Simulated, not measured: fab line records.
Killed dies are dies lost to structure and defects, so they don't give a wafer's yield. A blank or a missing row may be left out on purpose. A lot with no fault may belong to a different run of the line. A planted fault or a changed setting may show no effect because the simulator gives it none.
Split-lot study | flow n5Finfet | 7 lots, 33 wafers read, on a route of 1938 steps

== THE SPLIT ITSELF ==
At N5_BEOL_M15_ILD_DEP_00 (deposits SiO2 from TEOS/O2, target thk 1629.3 nm, time 346.1 s), the setting timeS was moved away from the recipe's 346.1 s on 14 of the 33 wafers read, by -43.0% to +37.3%. For the rest of the wafers, this setting stayed at what the recipe calls for.

== FROM THE SPLIT TO THE READING: what the file shows between them, 10 steps ==
- N5_BEOL_M15_THK_MEAS_01
- N5_BEOL_M15_COAT_58: time 60 s, resist thk 89 nm
- N5_BEOL_M15_COAT_04: resist thk 800 nm
- N5_BEOL_M15_DESCUM_15: chemistry O2, time 7.9 s
- N5_BEOL_M15_ETCH_59: etches BARC in N2/H2, target depth 89 nm, overetch 26.7 nm, time 67.9 s
- N5_BEOL_M15_VIA_ETCH_16: etches SiO2 in C4F8/O2/Ar, target depth 1792.2 nm
- N5_BEOL_M15_STRIP_63: strips in O2
- N5_BEOL_M15_STRIP_64: strips in O2
- N5_BEOL_M15_STRIP_65: strips in post etch residue remover, time 60 s
- N5_BEOL_M15_SRD_66: time 30 s, dry time 30 s

== THE READING ==
cdNm (nm) at N5_BEOL_M15_CD_MEAS_17, where the cd target is 360 nm. A value of 361.2 nm with a standard deviation of 1.5 nm is what fault-free wafers of this fab line usually give.

wafer  | tool, chamber at the split | timeS as run, s | against the recipe | cdNm, nm | against lot-mates on the recipe
L075.1 | pecvd-03, 2                | 346.1           | recipe             | 362.8    | -
L075.2 | pecvd-03, 1                | 346.1           | recipe             | 362.6    | -
L075.6 | pecvd-03, 2                | 346.1           | recipe             | 366.6    | -
L082.1 | pecvd-01, 2                | 346.1           | recipe             | 359.0    | -
L082.2 | pecvd-01, 0                | 197.4           | -43.0%             | 355.3    | -5.6
L082.3 | pecvd-01, 1                | 346.1           | recipe             | 362.4    | -
L082.4 | pecvd-01, 1                | 197.4           | -43.0%             | 353.1    | -7.8
L082.5 | pecvd-01, 0                | 197.4           | -43.0%             | 353.0    | -7.9
L082.6 | pecvd-01, 2                | 346.1           | recipe             | 361.2    | -
L083.3 | pecvd-04, 0                | 254.8           | -26.4%             | 356.6    | -3.0
L083.4 | pecvd-04, 2                | 346.1           | recipe             | 359.6    | -
L083.5 | pecvd-04, 0                | 254.8           | -26.4%             | 357.9    | -1.7
L089.1 | pecvd-04, 1                | 346.1           | recipe             | 361.8    | -
L089.2 | pecvd-04, 2                | 217.5           | -37.2%             | 352.1    | -9.1
L089.3 | pecvd-04, 0                | 346.1           | recipe             | 362.2    | -
L089.4 | pecvd-04, 2                | 217.5           | -37.2%             | 354.4    | -6.8
L089.5 | pecvd-04, 0                | 217.5           | -37.2%             | 353.5    | -7.7
L089.6 | pecvd-04, 1                | 346.1           | recipe             | 359.6    | -
L092.2 | pecvd-01, 0                | 346.1           | recipe             | 361.8    | -
L092.3 | pecvd-01, 1                | 346.1           | recipe             | 359.7    | -
L092.6 | pecvd-01, 2                | 346.1           | recipe             | 361.4    | -
L096.1 | pecvd-03, 1                | 475.2           | +37.3%             | 366.9    | +6.6
L096.2 | pecvd-03, 2                | 346.1           | recipe             | 359.4    | -
L096.3 | pecvd-03, 0                | 475.2           | +37.3%             | 365.2    | +4.9
L096.4 | pecvd-03, 2                | 475.2           | +37.3%             | 367.2    | +6.9
L096.5 | pecvd-03, 0                | 346.1           | recipe             | 360.2    | -
L096.6 | pecvd-03, 1                | 346.1           | recipe             | 361.3    | -
L097.1 | pecvd-03, 2                | 346.1           | recipe             | 359.8    | -
L097.2 | pecvd-03, 0                | 239.3           | -30.9%             | 355.4    | -5.6
L097.3 | pecvd-03, 0                | 239.3           | -30.9%             | 356.7    | -4.3
L097.4 | pecvd-03, 2                | 346.1           | recipe             | 361.6    | -
L097.5 | pecvd-03, 2                | 239.3           | -30.9%             | 355.9    | -5.1
L097.6 | pecvd-03, 0                | 346.1           | recipe             | 361.6    | -

THE FIT
A straight line over all 33 wafers: cdNm changes by +0.169 nm for each +1% of timeS; r = +0.92; the points scatter about the line by 1.6 nm.
The same after taking each lot's own level away (the mean of its wafers on the recipe; 33 wafers): +0.169 nm for each +1%; r = +0.95; scatter 1.3 nm.
According to that fit, moving timeS by its largest amount changes the reading by 7.3 nm.
The span of the lots' own levels, 359.60 to 364.00 nm, comes to 2.9 times the standard deviation stated above.
The two slopes agree, so the slope changes little with the lot-to-lot level.
Check: for one of the wafers moved furthest among these (-43.0%), held out of the fit, the line's prediction against its lot-mates is -7.46 nm. It came out at -5.57 nm against them.

== THE WHOLE CHAIN: every reading that the file lists as answering this split, in the file's order ==
step                    | what it does                                                   | reading                                                                            | change (the file's fit)               | r (the file's)
N5_BEOL_M15_ILD_DEP_00  | deposits SiO2 from TEOS/O2, target thk 1629.3 nm, time 346.1 s | SiO2_of_BEOL_M15_ILD_DEP_00.thkNm (the simulator's own value, which no gauge read) | +16.3 nm for each +1% of the setting  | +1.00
N5_BEOL_M15_THK_MEAS_01 |                                                                | M15_ILD_THK                                                                        | +16.3 for each +1% of the setting     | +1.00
N5_BEOL_M15_VIA_ETCH_16 | etches SiO2 in C4F8/O2/Ar, target depth 1792.2 nm              | etch.depthNm (the simulator's own value, which no gauge read)                      | +16.3 nm for each +1% of the setting  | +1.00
N5_BEOL_M15_VIA_ETCH_16 | etches SiO2 in C4F8/O2/Ar, target depth 1792.2 nm              | coat_of_BEOL_M15_COAT_04.thkNm (the simulator's own value, which no gauge read)    | -3.84 nm for each +1% of the setting  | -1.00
N5_BEOL_M15_CD_MEAS_17  | target cd 360 nm                                               | cdNm                                                                               | +0.171 nm for each +1% of the setting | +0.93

== FILE'S OWN FIT ==
cdNm changes by +0.171 nm for each +1% of timeS, r = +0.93.
